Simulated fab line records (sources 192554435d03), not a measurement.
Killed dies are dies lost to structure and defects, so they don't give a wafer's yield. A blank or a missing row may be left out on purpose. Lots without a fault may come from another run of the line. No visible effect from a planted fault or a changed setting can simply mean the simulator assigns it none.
fab line records	flow n5-finfet	part 2 of 2: steps 22 to 27 of 27
record lots=5	wafers=15	last-day=16
route steps=1938 shown BEOL_M0@746 BEOL_M1@751
lots that met no fault: taken from a fault-free run of the same line
start-h: start of the lot's first displayed wafer, in hours after the record's first day	wait-h: hours since the lot's step before	" as in the row above	L1.1+2: a row that stands for several wafers	- either no value or no given start	* or withheld: withheld	< > ~ a bound
route shown NAME@n: names a module that has steps shown in the file, with the first one's number in the route	usual: the fault-free wafers' mean and standard deviation	same: alike in all rows	chamber/n: place in a boat	sites: the reading at each site	_std_site: the values' standard deviation	_edge_site: inner sites' mean taken away from outer sites' mean	radius-mm: for every site, how far away it sits from the centre of the wafer	mask NAME#n: copy n	behind: the tool/chamber that last shaped the wafer	hold: cause of the lot's hold/its duration in hours/its outcome	device: names the non-switching transistor (n, p or np)	end of line: the same wafers' tests at the end of the route	step lacking rows: just its recipe	killed: count of dies lost to structure and defects at first sort (not the wafer's yield)	map: per-die view of a wafer (x killed, . not killed, _ where there is no die)
set.NAME: the setting that was run; set.NAME@STEP: the one run at that earlier step	model.NAME: the simulator's own value behind a step, which no gauge read
lots at some steps of the route; a table a step, a row a wafer
services: from which hour (start-h, from the record's first day; less than 0 if before it) a tool's chamber was out of use, for how many hours, and why
## steps
# step N5_BEOL_M1_DESCUM_16
# recipe chemistry=O2	time-s=7	source-power-w=50	bias-power-w=20	pressure-mtorr=20	rf-frequency-hz=2.712e+07	temp-c=40	resist=CAR-EUV	o2-flow-sccm=225
# usual chamber-pressure-mTorr=20.001/0.018	drypump-motor-current-A=5.64/0.3	oes-product-au=0.76/0.074	rf-vpp-V=243.5/1.3	showerhead-plenum-p-Torr=2.12/0.044	throttle-valve-pct=20.40/0.23
lot.wafer	tool	chamber	start-h	wait-h	chamber-pressure-mTorr	drypump-motor-current-A	oes-product-au	rf-hours-counter-h	rf-vpp-V	showerhead-plenum-p-Torr	throttle-valve-pct
L074.1	rie-diel-06	1	120.77	0.1	19.987	5.29	0.68	252	243.5	2.15	20.48
L074.5	"	3	"	"	19.996	5.26	0.87	-	242.2	2.04	20.37
L074.6	"	2	"	"	19.986	5.57	0.73	-	242.3	2.09	20.57
L075.2	rie-diel-06	2	131.52	0.3	19.983	5.56	0.73	176	243.2	2.09	20.56
L075.3	"	0	"	"	20.018	5.83	0.74	154	244.2	2.15	20.26
L075.5	"	2	"	"	19.993	5.56	0.73	-	243.7	2.09	20.57
L081.1	rie-diel-05	3	166.15	0.0	19.975	5.56	0.69	211	242.7	2.07	20.70
L081.2	"	1	"	"	19.993	5.28	0.80	82	242.5	2.12	20.21
L081.4	"	0	"	"	19.993	6.07	0.76	162	243.9	2.18	20.28
L084.1	rie-diel-05	1	183.60	0.0	20.010	5.26	0.80	87	244.4	2.12	20.23
L084.2	"	3	"	"	19.986	5.53	0.69	216	243.1	2.07	20.70
L084.5	"	2	"	"	19.997	5.55	0.84	-	242.9	2.11	20.29
L095.1	rie-diel-01	3	256.04	0.0	20.010	5.77	0.72	224	243.9	2.13	20.09
L095.4	"	0	"	"	19.999	6.10	0.85	-	243.5	2.15	20.56
L095.5	"	2	"	"	19.984	5.26	0.66	-	240.7	2.07	20.45
# step N5_BEOL_M1_ETCH_74
# recipe chemistry=N2/H2	target=underlayer	target-depth-a=65	mask-material=CAR-EUV	time-s=5.2	ion-energy-ev=200	pressure-mtorr=30	source-w=840	bias-w=150	n2-flow-sccm=200	h2-flow-sccm=200	ends=cleared
# usual chamber-pressure-mTorr=30.00/0.039	drypump-motor-current-A=5.64/0.3	etch-rf-on-time-s=5.19/0.12	oes-product-au=0.65/0.065	rf-vpp-V=524.5/1.8	showerhead-plenum-p-Torr=2.58/0.057	throttle-valve-pct=17.90/0.2
lot.wafer	tool	chamber	start-h	wait-h	chamber-pressure-mTorr	drypump-motor-current-A	etch-rf-on-time-s	oes-product-au	rf-hours-counter-h	rf-vpp-V	showerhead-plenum-p-Torr	throttle-valve-pct
L074.1	rie-diel-06	1	120.80	0.0	30.04	5.29	5.34	0.58	252	525.7	2.60	17.81
L074.5	"	3	"	"	29.99	5.29	5.04	0.75	-	521.7	2.49	17.96
L074.6	"	2	"	"	29.93	5.57	5.21	0.63	-	525.8	2.54	17.98
L075.2	rie-diel-06	2	131.56	0.0	30.07	5.57	5.22	0.62	176	524.2	2.54	17.96
L075.3	"	0	"	"	29.98	5.85	5.38	0.64	154	525.0	2.65	17.93
L075.5	"	2	"	"	29.99	5.57	5.22	0.62	-	523.7	2.54	17.94
L081.1	rie-diel-05	3	166.19	0.0	29.99	5.55	5.23	0.60	211	523.0	2.50	17.90
L081.2	"	1	"	"	30.04	5.28	4.99	0.72	82	524.2	2.59	17.72
L081.4	"	0	"	"	30.06	5.99	5.08	0.65	162	527.9	2.65	17.82
L084.1	rie-diel-05	1	183.63	0.0	30.02	5.32	4.99	0.72	87	525.7	2.59	17.73
L084.2	"	3	"	"	29.97	5.53	5.21	0.60	216	522.3	2.50	17.93
L084.5	"	2	"	"	30.02	5.56	5.09	0.73	-	524.2	2.60	18.01
L095.1	rie-diel-01	3	256.07	0.0	29.91	5.74	5.17	0.62	224	527.6	2.62	17.68
L095.4	"	0	"	"	30.02	6.08	5.29	0.73	-	523.8	2.60	18.02
L095.5	"	2	"	"	30.03	5.28	5.20	0.56	-	521.5	2.50	17.90
# step N5_BEOL_M1_ETCH_63
# recipe chemistry=CF4	target=SiARC	target-depth-a=156	mask-material=CAR-EUV	time-s=26	ion-energy-ev=80	pressure-mtorr=40	source-w=545	bias-w=36	Ar_flow_sccm=100	cf4-flow-sccm=100	ends=cleared
# usual chamber-pressure-mTorr=40.00/0.034	drypump-motor-current-A=5.64/0.3	etch-rf-on-time-s=26.0/0.55	mfc-ar-sccm=100.0/0.31	oes-product-au=0.65/0.065	rf-vpp-V=184.4/1	showerhead-plenum-p-Torr=2.17/0.047	throttle-valve-pct=15.61/0.18
lot.wafer	tool	chamber	start-h	wait-h	chamber-pressure-mTorr	drypump-motor-current-A	etch-rf-on-time-s	mfc-ar-sccm	oes-product-au	rf-hours-counter-h	rf-vpp-V	showerhead-plenum-p-Torr	throttle-valve-pct
L074.1	rie-diel-06	1	120.82	0.0	39.95	5.28	26.8	100.1	0.57	252	185.3	2.21	15.82
L074.5	"	3	"	"	39.96	5.28	25.2	99.8	0.75	-	184.1	2.09	15.50
L074.6	"	2	"	"	40.03	5.55	26.1	100.6	0.62	-	184.8	2.13	15.75
L075.2	rie-diel-06	2	131.57	0.0	40.07	5.56	26.2	99.4	0.62	176	183.4	2.13	15.76
L075.3	"	0	"	"	39.96	5.81	27.3	100.3	0.62	154	186.5	2.23	15.64
L075.5	"	2	"	"	40.02	5.56	26.4	99.4	0.61	-	184.2	2.13	15.76
L081.1	rie-diel-05	3	166.20	0.0	39.98	5.54	26.2	100.2	0.60	211	184.7	2.12	15.87
L081.2	"	1	"	"	40.01	5.27	25.3	100.0	0.71	82	185.1	2.15	15.30
L081.4	"	0	"	"	40.00	6.00	25.4	100.0	0.64	162	186.4	2.24	15.53
L084.1	rie-diel-05	1	183.65	0.0	40.04	5.29	24.8	100.3	0.71	87	183.8	2.15	15.35
L084.2	"	3	"	"	40.02	5.55	25.9	99.9	0.60	216	184.6	2.12	15.88
L084.5	"	2	"	"	40.00	5.56	25.5	100.1	0.74	-	183.3	2.18	15.54
L095.1	rie-diel-01	3	256.09	0.0	39.98	5.74	26.0	99.8	0.63	224	184.6	2.20	15.50
L095.4	"	0	"	"	39.95	6.08	26.4	99.8	0.72	-	186.1	2.17	15.54
L095.5	"	2	"	"	39.99	5.27	26.0	100.0	0.56	-	183.0	2.11	15.70
# step N5_BEOL_M1_ETCH_64
# recipe chemistry=N2/H2	target=SOC	target-depth-a=750	overetch-a=150	mask-material=SiARC	temp-c=40	time-s=112.5	ion-energy-ev=200	pressure-mtorr=30	source-w=840	bias-w=150	n2-flow-sccm=200	h2-flow-sccm=200
# usual chamber-pressure-mTorr=30.000/0.03	drypump-motor-current-A=5.64/0.3	oes-product-au=0.61/0.058	rf-vpp-V=524.8/1.8	showerhead-plenum-p-Torr=2.58/0.057	throttle-valve-pct=17.87/0.2
lot.wafer	tool	chamber	start-h	wait-h	chamber-pressure-mTorr	drypump-motor-current-A	oes-product-au	rf-hours-counter-h	rf-vpp-V	showerhead-plenum-p-Torr	throttle-valve-pct
L074.1	rie-diel-06	1	120.85	0.0	30.046	5.28	0.54	252	526.5	2.60	17.81
L074.5	"	3	"	"	29.978	5.33	0.68	-	521.1	2.49	17.90
L074.6	"	2	"	"	30.001	5.56	0.58	-	524.9	2.54	17.91
L075.2	rie-diel-06	2	131.60	0.0	30.024	5.57	0.58	176	523.0	2.54	17.92
L075.3	"	0	"	"	29.925	5.85	0.60	154	526.3	2.65	17.90
L075.5	"	2	"	"	30.007	5.55	0.57	-	524.0	2.54	17.93
L081.1	rie-diel-05	3	166.23	0.0	29.938	5.54	0.55	211	523.6	2.50	17.86
L081.2	"	1	"	"	30.038	5.28	0.64	82	525.7	2.59	17.68
L081.4	"	0	"	"	30.004	6.02	0.59	162	526.5	2.65	17.76
L084.1	rie-diel-05	1	183.68	0.0	29.995	5.27	0.64	87	524.6	2.59	17.69
L084.2	"	3	"	"	30.014	5.53	0.55	216	523.4	2.50	17.89
L084.5	"	2	"	"	30.042	5.55	0.67	-	524.3	2.60	17.94
L095.1	rie-diel-01	3	256.12	0.0	30.029	5.76	0.58	224	525.7	2.62	17.64
L095.4	"	0	"	"	29.926	6.08	0.69	-	524.3	2.60	17.99
L095.5	"	2	"	"	29.998	5.25	0.52	-	523.7	2.50	17.84
# step N5_BEOL_M1_STRIP_65
# recipe chemistry=N2/H2	temp-c=40	n2-flow-sccm=200	h2-flow-sccm=200	rf-frequency-hz=6e+07
lot.wafer	tool	chamber	start-h	wait-h
L074.1+5+6	rie-diel-06	1,3,2	120.96	0.1
L075.2+3+5	rie-diel-06	2,0,2	131.71	0.1
L081.1+2+4	rie-diel-05	3,1,0	166.34	0.1
L084.1+2+5	rie-diel-05	1,3,2	183.78	0.1
L095.1+4+5	rie-diel-01	3,0,2	256.22	0.1
# step N5_BEOL_M1_STRIP_75
# recipe chemistry=N2/H2	temp-c=40	n2-flow-sccm=200	h2-flow-sccm=200	rf-frequency-hz=6e+07
lot.wafer	tool	chamber	start-h	wait-h
L074.1+5+6	rie-diel-06	1,3,2	120.97	0.0
L075.2+3+5	rie-diel-06	2,0,2	131.72	0.0
L081.1+2+4	rie-diel-05	3,1,0	166.35	0.0
L084.1+2+5	rie-diel-05	1,3,2	183.79	0.0
L095.1+4+5	rie-diel-01	3,0,2	256.23	0.0
## services
tool	chamber	start-h	hours	kind
cvd-co-01	-	95.66	2.8	pm
euv-scanner-01	-	95.89	1.0	pm
pvd-sputter-01	-	98.12	1.5	repair
pecvd-01	0	98.32	30.1	repair
euv-scanner-01	-	100.94	4.6	pm
pecvd-02	1	105.49	26.6	repair
pecvd-02	2	120.62	4.6	repair
pecvd-04	-	127.46	1.1	repair
rie-diel-06	1	130.63	9.8	repair
pecvd-04	1	141.84	5.4	repair
rie-diel-06	2	149.71	12.8	repair
rie-diel-01	3	157.99	1.5	repair
euv-scanner-01	-	162.31	1.0	pm
cvd-co-01	-	174.11	0.4	repair
pecvd-04	0	176.00	2.2	repair
rie-diel-06	1	177.25	22.2	repair
pecvd-01	-	180.37	0.9	repair
pecvd-01	2	190.80	4.7	repair
rie-diel-06	2	194.15	4.6	repair
pecvd-01	0	207.72	6.4	repair
euv-scanner-01	-	208.19	1.0	pm
euv-scanner-01	-	223.43	5.8	pm
pecvd-02	-	233.00	0.7	repair
pecvd-04	-	252.22	14.6	pm
